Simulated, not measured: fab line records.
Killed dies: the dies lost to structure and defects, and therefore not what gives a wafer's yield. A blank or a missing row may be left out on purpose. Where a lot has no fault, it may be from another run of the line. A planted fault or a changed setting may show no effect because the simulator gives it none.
Which tool is to blame? :: flow n5 finfet :: 10 lots, 29 wafers sampled, at 5 steps of a route of 1938

== WHAT THE GAUGES SHOWED, per wafer ==
N5_BEOL_M2_CD_MEAS_35: target cd 18 nm, target cd y 22.2 nm.
lot: L996
measured: day 8 04:12
on: cd sem-01
cd nm (nm): 18.0 17.5 17.5

lot: L997
measured: day 8 13:16
on: cd sem-03
cd nm (nm): 18.1 18.2 17.6

lot: L100
measured: day 9 06:56
on: cd sem-03
cd nm (nm): 17.9 17.9

lot: L105
measured: day 10 11:58
on: cd sem-03
cd nm (nm): 17.1 17.2 17.7

lot: L106
measured: day 10 23:13
on: cd sem-02
cd nm (nm): 17.9 17.7 17.5

lot: L109
measured: day 11 16:34
on: cd sem-03
cd nm (nm): 17.8 18.0 17.8

lot: L111
measured: day 12 07:20
on: cd sem-02
cd nm (nm): 18.1 17.6 18.1

lot: L110
measured: day 12 09:11
on: cd sem-01
cd nm (nm): 18.0 17.6 17.7

lot: L114
measured: day 12 15:40
on: cd sem-02
cd nm (nm): 18.2 18.3 18.0

lot: L115
measured: day 12 23:38
on: cd sem-01
cd nm (nm): 17.8 18.1 17.4

N5_BEOL_M4_RC_MEAS_101.
lot: L996
measured: day 9 15:41
on: prober-02
DIBL_N (mV/V): 36.5 34.4 33.4
DIBL_P (mV/V): 36.7 34.7 32.6
IOFF_N (nA/um): 0.15 0.12 0.11
IOFF_P (nA/um): 0.19 0.16 0.14
ION_N (uA/um): 653 667 650
ION_P (uA/um): 448 453 442
SS_N (mV/dec): 71.6 71.0 70.7
SS_P (mV/dec): 73.3 72.7 71.6
VT_N (mV): 254 254 257
VT_P (mV): -258 -257 -257

lot: L997
measured: day 10 06:55
on: prober-02
DIBL_N (mV/V): 35.6 37.4 34.8
DIBL_P (mV/V): 35.6 37.6 36.4
IOFF_N (nA/um): 0.12 0.16 0.13
IOFF_P (nA/um): 0.20 0.22 0.21
ION_N (uA/um): 653 651 661
ION_P (uA/um): 462 448 462
SS_N (mV/dec): 71.6 72.3 70.8
SS_P (mV/dec): 72.9 73.5 73.2
VT_N (mV): 255 252 253
VT_P (mV): -250 -251 -248

lot: L100
measured: day 10 22:46
on: prober-01
DIBL_N (mV/V): 36.2 36.8
DIBL_P (mV/V): 36.5 36.2
IOFF_N (nA/um): 0.14 0.15
IOFF_P (nA/um): 0.21 0.21
ION_N (uA/um): 674 670
ION_P (uA/um): 459 461
SS_N (mV/dec): 71.4 71.6
SS_P (mV/dec): 73.3 72.9
VT_N (mV): 256 250
VT_P (mV): -252 -251

lot: L105
measured: day 12 08:23
on: prober-01
DIBL_N (mV/V): 35.5 33.3 35.3
DIBL_P (mV/V): 35.2 32.9 34.6
IOFF_N (nA/um): 0.13 0.11 0.14
IOFF_P (nA/um): 0.18 0.16 0.18
ION_N (uA/um): 650 656 665
ION_P (uA/um): 451 459 452
SS_N (mV/dec): 71.8 70.9 71.5
SS_P (mV/dec): 73.1 72.7 73.1
VT_N (mV): 252 254 253
VT_P (mV): -251 -254 -251

lot: L106
measured: day 12 15:44
on: prober-02
DIBL_N (mV/V): 34.9 36.9 36.8
DIBL_P (mV/V): 35.8 37.6 38.6
IOFF_N (nA/um): 0.13 0.18 0.17
IOFF_P (nA/um): 0.18 0.22 0.24
ION_N (uA/um): 671 673 672
ION_P (uA/um): 456 454 463
SS_N (mV/dec): 72.0 72.6 71.8
SS_P (mV/dec): 73.1 73.7 73.5
VT_N (mV): 253 250 249
VT_P (mV): -253 -250 -248

lot: L109
measured: day 13 05:08
on: prober-02
DIBL_N (mV/V): 36.2 36.8 35.7
DIBL_P (mV/V): 37.9 38.9 37.4
IOFF_N (nA/um): 0.19 0.19 0.18
IOFF_P (nA/um): 0.24 0.25 0.23
ION_N (uA/um): 674 671 679
ION_P (uA/um): 467 464 465
SS_N (mV/dec): 71.5 71.4 72.3
SS_P (mV/dec): 74.5 73.9 73.9
VT_N (mV): 246 248 247
VT_P (mV): -247 -248 -247

lot: L111
measured: day 13 09:16
on: prober-02
DIBL_N (mV/V): 40.8 35.1 36.6
DIBL_P (mV/V): 42.0 35.6 36.8
IOFF_N (nA/um): 0.26 0.14 0.16
IOFF_P (nA/um): 0.32 0.21 0.21
ION_N (uA/um): 692 663 676
ION_P (uA/um): 467 457 462
SS_N (mV/dec): 72.9 71.1 71.7
SS_P (mV/dec): 74.4 73.1 73.4
VT_N (mV): 245 251 250
VT_P (mV): -245 -249 -251

lot: L110
measured: day 13 13:35
on: prober-02
DIBL_N (mV/V): 38.5 39.1 37.1
DIBL_P (mV/V): 37.6 38.6 36.5
IOFF_N (nA/um): 0.19 0.21 0.17
IOFF_P (nA/um): 0.21 0.23 0.20
ION_N (uA/um): 674 693 686
ION_P (uA/um): 453 471 466
SS_N (mV/dec): 72.4 72.5 71.5
SS_P (mV/dec): 74.1 74.6 73.9
VT_N (mV): 246 247 246
VT_P (mV): -251 -252 -253

lot: L114
measured: day 14 07:49
on: prober-02
DIBL_N (mV/V): 38.0 39.0 37.8
DIBL_P (mV/V): 37.2 39.1 36.6
IOFF_N (nA/um): 0.19 0.23 0.18
IOFF_P (nA/um): 0.26 0.31 0.25
ION_N (uA/um): 699 682 674
ION_P (uA/um): 472 467 463
SS_N (mV/dec): 71.8 71.8 72.4
SS_P (mV/dec): 73.5 74.1 73.6
VT_N (mV): 249 245 248
VT_P (mV): -244 -244 -245

lot: L115
measured: day 14 16:10
on: prober-01
DIBL_N (mV/V): 37.0 36.8 38.7
DIBL_P (mV/V): 38.4 38.0 39.6
IOFF_N (nA/um): 0.17 0.17 0.20
IOFF_P (nA/um): 0.22 0.24 0.26
ION_N (uA/um): 674 676 694
ION_P (uA/um): 467 459 470
SS_N (mV/dec): 71.4 72.2 72.2
SS_P (mV/dec): 73.3 74.1 73.6
VT_N (mV): 251 248 249
VT_P (mV): -250 -248 -248

== EACH LOT AND THE TOOL THAT RAN IT (in order: tool; ch and the chambers of the sampled wafers; start) ==
lot: L996
N5_BEOL_M2_TRENCH_ETCH_37: rie diel-05 ch 1,2, day 8 04:12 or earlier
N5_BEOL_M2_ALD_84: ald metal-02 ch 0,2, day 8 04:20
N5_BEOL_M2_SPUTTER_81: pvd sputter-03, day 8 05:34

lot: L997
N5_BEOL_M2_TRENCH_ETCH_37: rie diel-04 ch 1,2,3, day 8 13:16 or earlier
N5_BEOL_M2_ALD_84: ald metal-02 ch 0,2,3, day 8 13:52
N5_BEOL_M2_SPUTTER_81: pvd sputter-03, day 8 14:44

lot: L100
N5_BEOL_M2_TRENCH_ETCH_37: rie diel-02 ch 2,3, day 9 06:56 or earlier
N5_BEOL_M2_ALD_84: ald metal-02 ch 2,3, day 9 07:26
N5_BEOL_M2_SPUTTER_81: pvd sputter-03, day 9 08:42

lot: L105
N5_BEOL_M2_TRENCH_ETCH_37: rie diel-02 ch 1,2,3, day 10 11:58 or earlier
N5_BEOL_M2_ALD_84: ald metal-04 ch 0,2,3, day 10 12:48
N5_BEOL_M2_SPUTTER_81: pvd sputter-01, day 10 13:35

lot: L106
N5_BEOL_M2_TRENCH_ETCH_37: rie diel-04 ch 0,2,3, day 10 23:13 or earlier
N5_BEOL_M2_ALD_84: ald metal-04 ch 0,2,3, day 10 23:53
N5_BEOL_M2_SPUTTER_81: pvd sputter-03, day 11 02:12

lot: L109
N5_BEOL_M2_TRENCH_ETCH_37: rie diel-05 ch 1,2,3, day 11 16:34 or earlier
N5_BEOL_M2_ALD_84: ald metal-04 ch 0,1,2, day 11 17:16
N5_BEOL_M2_SPUTTER_81: pvd sputter-03, day 11 18:23

lot: L111
N5_BEOL_M2_TRENCH_ETCH_37: rie diel-04 ch 0,2,3, day 12 07:20 or earlier
N5_BEOL_M2_ALD_84: ald metal-04 ch 1,2, day 12 08:04
N5_BEOL_M2_SPUTTER_81: pvd sputter-03, day 12 09:21

lot: L110
N5_BEOL_M2_TRENCH_ETCH_37: rie diel-05 ch 2,3, day 12 09:11 or earlier
N5_BEOL_M2_ALD_84: ald metal-02 ch 0,3, day 12 09:50
N5_BEOL_M2_SPUTTER_81: pvd sputter-02, day 12 10:47

lot: L114
N5_BEOL_M2_TRENCH_ETCH_37: rie diel-02 ch 0,1,3, day 12 15:40 or earlier
N5_BEOL_M2_ALD_84: ald metal-02 ch 1,2,3, day 12 16:10
N5_BEOL_M2_SPUTTER_81: pvd sputter-01, day 12 17:13

lot: L115
N5_BEOL_M2_TRENCH_ETCH_37: rie diel-05 ch 1,3, day 12 23:38 or earlier
N5_BEOL_M2_ALD_84: ald metal-02 ch 1,2,3, day 12 23:49
N5_BEOL_M2_SPUTTER_81: pvd sputter-01, day 13 01:12
- N5_BEOL_M2_TRENCH_ETCH_37: etches SiOC in C4F6/O2, target depth 55.555 nm, time 29.2 s.
- N5_BEOL_M2_ALD_84: deposits TaN, pulse time 2 s, purge time 3 s, co reactant purge time 2 s.
- N5_BEOL_M2_SPUTTER_81: material Cu, target thk 4.5 nm, time 8.29 s.

== WHAT THE TOOLS THEMSELVES READ (means of the sampled wafers that have a number; where no wafer has one, the mark that the record gives instead) ==
N5_BEOL_M2_TRENCH_ETCH_37.
lot: L996
tool: rie diel-05
bias w (W): 184.7
drypump motor current A (A): 5.9
oes product au (a.u.): 0.71
rf vpp V (V): 669
showerhead plenum p Torr (Torr): 2.85
throttle valve pct (%): 20.79

lot: L997
tool: rie diel-04
bias w (W): 184.7
drypump motor current A (A): 5.7
oes product au (a.u.): 0.71
rf vpp V (V): 664
showerhead plenum p Torr (Torr): 2.87
throttle valve pct (%): 21.11

lot: L100
tool: rie diel-02
bias w (W): 185.1
drypump motor current A (A): 5.7
oes product au (a.u.): 0.77
rf vpp V (V): 684
showerhead plenum p Torr (Torr): 2.90
throttle valve pct (%): 20.79

lot: L105
tool: rie diel-02
bias w (W): 184.7
drypump motor current A (A): 5.7
oes product au (a.u.): 0.73
rf vpp V (V): 676
showerhead plenum p Torr (Torr): 2.90
throttle valve pct (%): 20.88

lot: L106
tool: rie diel-04
bias w (W): 184.5
drypump motor current A (A): 5.8
oes product au (a.u.): 0.71
rf vpp V (V): 655
showerhead plenum p Torr (Torr): 2.79
throttle valve pct (%): 20.85

lot: L109
tool: rie diel-05
bias w (W): 185.0
drypump motor current A (A): 6.0
oes product au (a.u.): 0.81
rf vpp V (V): 672
showerhead plenum p Torr (Torr): 2.93
throttle valve pct (%): 20.83

lot: L111
tool: rie diel-04
bias w (W): 185.0
drypump motor current A (A): 5.8
oes product au (a.u.): 0.72
rf vpp V (V): 655
showerhead plenum p Torr (Torr): 2.79
throttle valve pct (%): 20.88

lot: L110
tool: rie diel-05
bias w (W): 185.4
drypump motor current A (A): 5.9
oes product au (a.u.): 0.71
rf vpp V (V): 668
showerhead plenum p Torr (Torr): 2.85
throttle valve pct (%): 20.89

lot: L114
tool: rie diel-02
bias w (W): 185.3
drypump motor current A (A): 5.5
oes product au (a.u.): 0.76
rf vpp V (V): 676
showerhead plenum p Torr (Torr): 2.91
throttle valve pct (%): 20.79

lot: L115
tool: rie diel-05
bias w (W): 184.7
drypump motor current A (A): 6.2
oes product au (a.u.): 0.78
rf vpp V (V): 672
showerhead plenum p Torr (Torr): 2.89
throttle valve pct (%): 20.96

N5_BEOL_M2_ALD_84.
lot: L996
tool: ald metal-02
heater power w (W): 360
precursor vessel temp c (C): 75.09

lot: L997
tool: ald metal-02
heater power w (W): 389
precursor vessel temp c (C): 75.06

lot: L100
tool: ald metal-02
heater power w (W): 410
precursor vessel temp c (C): 74.94

lot: L105
tool: ald metal-04
heater power w (W): 419
precursor vessel temp c (C): 75.09

lot: L106
tool: ald metal-04
heater power w (W): 414
precursor vessel temp c (C): 75.09

lot: L109
tool: ald metal-04
heater power w (W): 430
precursor vessel temp c (C): 75.03

lot: L111
tool: ald metal-04
heater power w (W): 440
precursor vessel temp c (C): 75.08

lot: L110
tool: ald metal-02
heater power w (W): 387
precursor vessel temp c (C): 75.20

lot: L114
tool: ald metal-02
heater power w (W): 385
precursor vessel temp c (C): 74.88

lot: L115
tool: ald metal-02
heater power w (W): 385
precursor vessel temp c (C): 74.94

N5_BEOL_M2_SPUTTER_81.
lot: L996
tool: pvd sputter-03
throttle valve pct (%): 30.4

lot: L997
tool: pvd sputter-03
throttle valve pct (%): 30.4

lot: L100
tool: pvd sputter-03
throttle valve pct (%): 30.5

lot: L105
tool: pvd sputter-01
throttle valve pct (%): 29.6

lot: L106
tool: pvd sputter-03
throttle valve pct (%): 30.5

lot: L109
tool: pvd sputter-03
throttle valve pct (%): 30.6

lot: L111
tool: pvd sputter-03
throttle valve pct (%): 30.1

lot: L110
tool: pvd sputter-02
throttle valve pct (%): 29.8

lot: L114
tool: pvd sputter-01
throttle valve pct (%): 28.9

lot: L115
tool: pvd sputter-01
throttle valve pct (%): 29.5

== THE ANSWER, worked out from the rows above alone ==
Rule: the usual values come from the lots themselves. The widest of any qualifying gaps counts: lots, ordered by their means at a reading, are off when they make up no more than a third of the lots, leave a main group of 4 or more, and stand apart from it by 3 or more times the standard deviation of that group's means. A main group is skipped when, at the precision printed for the reading in the tables above, its means are all equal. Also off: a lot with no number at a reading for which 4 or more lots have one. Any other lot the step has rows for is counted as sound. First the gauges in route order, then the tools' own readings, where a lot's mean is used as printed above. The first step at which some lot is off is used, and at that step the reading that is off furthest; a lot without a number counts as furthest.
None of the lots is off at any reading shown; this tells nothing.

== WHAT THE SIMULATOR PUT IN ==
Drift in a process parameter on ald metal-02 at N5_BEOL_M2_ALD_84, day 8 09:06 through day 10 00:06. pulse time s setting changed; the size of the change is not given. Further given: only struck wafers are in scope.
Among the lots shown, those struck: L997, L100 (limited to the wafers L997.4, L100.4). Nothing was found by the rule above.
